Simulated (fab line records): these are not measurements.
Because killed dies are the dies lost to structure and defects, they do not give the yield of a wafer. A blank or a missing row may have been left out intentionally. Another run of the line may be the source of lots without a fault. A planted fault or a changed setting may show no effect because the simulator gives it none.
Which tool was responsible? + flow nand-harc + 6 lots (18 wafers sampled), 1 step of a 1302-step route

## WHAT EACH GAUGE READ, for each wafer
NHARC_P_M2_CD_MEAS_09: the cd target is 170 nm.
| lot  | measured     | on        | cd-nm (nm)        |
|------|--------------|-----------|-------------------|
| L270 | day 6 22:34  | cd-sem-03 | 170.8 169.5 169.4 |
| L272 | day 7 20:29  | cd-sem-03 | 169.4 169.8 169.5 |
| L280 | day 11 00:29 | cd-sem-01 | 169.2 169.0 170.4 |
| L283 | day 12 11:26 | cd-sem-02 | 170.5 170.3 169.7 |
| L286 | day 13 10:59 | cd-sem-03 | 169.0 169.3 169.5 |
| L289 | day 14 17:54 | cd-sem-02 | 169.5 169.2 169.4 |

## WHAT TOOL EACH LOT RAN ON (gives the tool, then ch and the chambers of the sampled wafers, and finally the start)
Before these readings, the record contains no process step.

## THE ANSWER, worked out from the rows above alone
Rule: usual is defined by the lots themselves. The widest of any qualifying gaps counts: lots, ordered by their means at a reading, are off when they make up no more than a third of the lots, leave a main group of 4 or more, and stand apart from it by 3 or more times the standard deviation of that group's means. If all means in a main group match to the digits the tables above print for the reading, that group is not used. A lot without any number at a reading at which 4 lots or more have one is off too. Where the step has rows for the other lots, those lots are counted as sound.
No lot is off at any reading shown: from this, nothing can be told.

## WHAT THE SIMULATOR HAD PUT IN
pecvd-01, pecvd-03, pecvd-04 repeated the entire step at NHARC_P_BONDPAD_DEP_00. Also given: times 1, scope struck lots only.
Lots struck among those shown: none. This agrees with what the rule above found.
